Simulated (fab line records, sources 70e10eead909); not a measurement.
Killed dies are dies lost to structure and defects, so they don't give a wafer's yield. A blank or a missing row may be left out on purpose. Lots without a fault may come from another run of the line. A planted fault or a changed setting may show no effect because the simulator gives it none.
Which tool did it? | flow nand_harc | 6 lots, 18 wafers sampled, at 3 steps of a route of 1302

WHAT THE GAUGES READ, wafer by wafer
NHARC_P_CONTACT_CD_MEAS_12: target cd 90 nm.
lot  | measured     | on        | cd_nm (nm)
L530 | day 6 14:37  | cd_sem-03 | 90.6 89.6 89.9
L533 | day 7 23:02  | cd_sem-02 | 88.9 89.6 89.7
L538 | day 10 07:52 | cd_sem-03 | 89.6 89.6 89.0
L544 | day 12 12:50 | cd_sem-01 | 89.5 89.4 90.1
L546 | day 13 13:25 | cd_sem-01 | 86.0 86.9 85.9
L550 | day 15 06:58 | cd_sem-03 | 89.3 90.2 89.7

WHICH TOOL RAN EACH LOT (tool, then ch and the chambers of the sampled wafers, then the start)
lot  | NHARC_P_CONTACT_DEP_00                     | NHARC_P_CONTACT_PEB_10
L530 | pecvd-04 ch 0,2, day 6 14:32 or earlier    | litho_track-01 ch 0, day 6 14:32
L533 | pecvd-01 ch 0,1, day 7 22:56 or earlier    | litho_track-04 ch 0, day 7 22:56
L538 | pecvd-02 ch 0,1,2, day 10 07:47 or earlier | litho_track-04 ch 0, day 10 07:47
L544 | pecvd-02 ch 1,2, day 12 12:45 or earlier   | litho_track-01 ch 0, day 12 12:45
L546 | pecvd-04 ch 0,1,2, day 13 13:20 or earlier | litho_track-06 ch 0, day 13 13:20
L550 | pecvd-02 ch 0,1,2, day 15 06:53 or earlier | litho_track-01 ch 0, day 15 06:53
- NHARC_P_CONTACT_DEP_00: deposits SiO2, target thk 500 nm.
- NHARC_P_CONTACT_PEB_10: peb time 65 s.

THE ANSWER, worked out from the rows above alone
Rule: what is usual is taken from the lots themselves. Put in order of their means at a reading, lots are off if they are a third of the lots or fewer, leave a main group of 4 or more, and stand apart from it by a gap of 3 or more times the standard deviation of the main group's means; of several such gaps the widest counts. A main group whose means are all the same, to the digits that the tables above print for the reading, isn't used. A lot without any number at a reading at which 4 lots or more have one is off too. The other lots that the step has rows for count as sound.
Off: L546, at NHARC_P_CONTACT_CD_MEAS_12 (cd_nm). The main group: mean 89.6 nm, standard deviation 0.24.
A tool fits if, at a process step before that reading, it ran every lot that is off, and no sound lot after the first of them. The gauges at NHARC_P_CONTACT_CD_MEAS_12 are tried like those tools. NHARC_P_CONTACT_DEP_00 gives no start for some lots, so the hours and the order of its lots are those of NHARC_P_CONTACT_PEB_10. Can't be told from this: 3 tools fit, pecvd-04 at NHARC_P_CONTACT_DEP_00, litho_track-06 at NHARC_P_CONTACT_PEB_10, cd_sem-01 at NHARC_P_CONTACT_CD_MEAS_12.

WHAT THE SIMULATOR HAD PUT IN
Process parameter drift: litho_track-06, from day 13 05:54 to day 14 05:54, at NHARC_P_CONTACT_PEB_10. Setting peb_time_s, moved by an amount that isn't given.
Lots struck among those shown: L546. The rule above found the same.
